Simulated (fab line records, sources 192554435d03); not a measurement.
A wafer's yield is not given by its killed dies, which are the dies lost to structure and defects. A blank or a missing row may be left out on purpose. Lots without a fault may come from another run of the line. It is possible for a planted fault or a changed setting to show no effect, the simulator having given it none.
A lot that was struck, set against a sound lot | flow n5_finfet | 39 out of 1938 route steps
Sound: the wafers L393.1, L393.4, L393.5. The struck wafers were L385.1, L385.2, L385.5. The cause comes at the end.
At each step with rows: each side's tool, then ch and its chambers, then its first start. Under that, the readings that differ: sound wafers | struck wafers | difference of the means | sigmas: that difference in standard deviations of wafers without a fault.
alike: a reading whose means differ by less than 2 such deviations, as well as words and numbers matching on both sides. not compared: withheld readings; readings where some wafer has no value; bounds like >300 that might hide an equal value; numbers whose values overlap and for which the record gives no deviation.
Wherever a step has rows on one side only, a row that says differs or no value, or a row with sigmas, the two part there. Numbers that have no deviation but don't overlap get no sigmas and don't part them. A reading that every wafer of one side lacks parts them only if that side has two wafers or more.

first, 9 steps without rows for these wafers: N5_BEOL_M4_ANNEAL_95 (time 240 s); N5_BEOL_M4_SPUTTER_96 (material Cu, target thk 4.5 nm, time 8.29 s); N5_BEOL_M4_ECD_50 (material Cu, target thk 300 nm); N5_BEOL_M4_ANNEAL_51 (time 90 s); N5_BEOL_M4_CMP_52 (polishes, stops on SiOC, t overpolish 6.8 s, target thk 40 nm); N5_BEOL_M4_PRE_CLEAN_60 (time 15 s); N5_BEOL_M4_CO_CAP_55 (material Co, precursor CCTBA/H2, target thk 2 nm, time 102.1 s); N5_BEOL_M4_PRE_CLEAN_56 (time 15 s); N5_BEOL_M4_DEP_57 (deposits SiCN from 3MS/NH3, target thk 8 nm, time 14 s).
N5_BEOL_M4_RC_MEAS_101:
  sound on prober-02 ch 0, day 13 06:28; struck on prober-02 ch 0, day 11 00:19
  reading        | sound          | struck         | difference | sigmas
  IOFF_P (nA/um) | 0.19 0.14 0.17 | 0.28 0.19 0.24 | +0.07      | +2
  ION_P (uA/um)  | 448 441 449    | 470 459 461    | +17        | +2
  VT_P (mV)      | -256 -260 -260 | -246 -249 -248 | +11        | +3
  alike: DIBL_N, DIBL_P, IOFF_N, ION_N, SS_N, SS_P, VT_N
then, 24 steps without rows for these wafers: N5_BEOL_M5_ILD_DEP_00 (deposits SiCOH lowk from DEMS/porogen, target thk 140.64 nm, time 25.9 s); N5_BEOL_M5_CURE_79 (cures SiCOH lowk, time 240 s); N5_BEOL_M5_PECVD_70 (deposits SiO2 from TEOS/O2, target thk 16 nm, time 18 s); N5_BEOL_M5_HM_DEP_02 (deposits TiN, target thk 20 nm); N5_BEOL_M5_COAT_59 (time 60 s, resist thk 60 nm); N5_BEOL_M5_COAT_60 (time 60 s, resist thk 12 nm); N5_BEOL_M5_COAT_71 (time 60 s, resist thk 5 nm); N5_BEOL_M5_COAT_05 (resist thk 30 nm); N5_BEOL_M5_EBR_07; N5_BEOL_M5_SOFTBAKE_06 (time 60 s); N5_BEOL_M5_EXPOSE_08 (exposes mask M5, target cd 28 nm); N5_BEOL_M5_PEB_09 (peb time 60 s); N5_BEOL_M5_DEVELOP_10 (develop time 30 s); N5_BEOL_M5_DESCUM_16 (chemistry O2, time 7 s); N5_BEOL_M5_ETCH_72 (etches underlayer in N2/H2, target depth 6.5 nm, time 5.2 s); N5_BEOL_M5_ETCH_61 (etches SiARC in CF4, target depth 15.6 nm, time 26 s); N5_BEOL_M5_ETCH_62 (etches SOC in N2/H2, target depth 75 nm, overetch 15 nm, time 112.5 s); N5_BEOL_M5_STRIP_63 (strips in N2/H2); N5_BEOL_M5_STRIP_73 (strips in N2/H2); N5_BEOL_M5_STRIP_64 (strips in CF4); N5_BEOL_M5_HM_OPEN_17 (chemistry Cl2/BCl3, target TiN, target depth 20 nm, overetch 6 nm); N5_BEOL_M5_STRIP_19 (strips in O2); N5_BEOL_M5_COAT_65 (time 60 s, resist thk 60 nm); N5_BEOL_M5_COAT_66 (time 60 s, resist thk 12 nm).
-- the record jumps here: 4 days lie between the struck wafers' starts before and after (it left off in module BEOL_M5 and takes up again in module BEOL_M13, whose first step shown is number 1710 of the route) --
N5_BEOL_M13_CMP_49: polishes, stops on SiOC, t overpolish 17.1 s, target thk 420 nm.
  sound on cmp-02 ch 0,3, day 16 12:56; struck on cmp-01 ch 1,2, day 14 16:30
  no value came back on the struck wafers for any of 6 readings (barrier_field_endpoint_s (s), clearing_platen_down_force_psi (psi) and others); on the sound wafers barrier_field_endpoint_s (s) reads 29.6 30.8 29.8
  reading                                 | sound           | struck          | difference | sigmas
  model.Cu_of_BEOL_M13_ECD_47.thk_nm (nm) | 426.2 429.4 422 | 923.8 941 926.8 | +504.7     |
N5_BEOL_M13_THK_MEAS_50: measures by xrf.
  sound on film_metro-02 at day 16 13:12; struck on film_metro-02 at day 14 16:47
  reading      | sound       | struck      | difference | sigmas
  M13_THK (nm) | 415 416 410 | 910 923 910 | +501       | +79
N5_BEOL_M13_RS_MEAS_54: the measuring method here is four-point-probe.
  sound on film_metro-02 at day 16 13:20; struck on film_metro-02 at day 14 16:55
  reading         | sound                | struck               | difference | sigmas
  M13_RS (ohm/sq) | 0.0443 0.0440 0.0448 | 0.0184 0.0181 0.0183 | -0.0261    | -44
N5_BEOL_M13_INSPECT_55: inspects for defects (darkfield).
  sound on defect_inspect-01 at day 16 13:21; struck on defect_inspect-02 at day 14 16:57
  reading          | sound     | struck         | difference | sigmas
  raw_defect_count | 77 94 117 | 3201 3303 3195 | +3137      | +99 or more
N5_PASSIVATION_PROBE_49:
  only the struck wafers here have rows in the record (prober-02, day 15 20:30); the sound ones have none

WHERE THEY PART
Last at N5_PASSIVATION_PROBE_49 as far as this record goes, first at N5_BEOL_M4_RC_MEAS_101.

WHY: the cause the simulator had injected
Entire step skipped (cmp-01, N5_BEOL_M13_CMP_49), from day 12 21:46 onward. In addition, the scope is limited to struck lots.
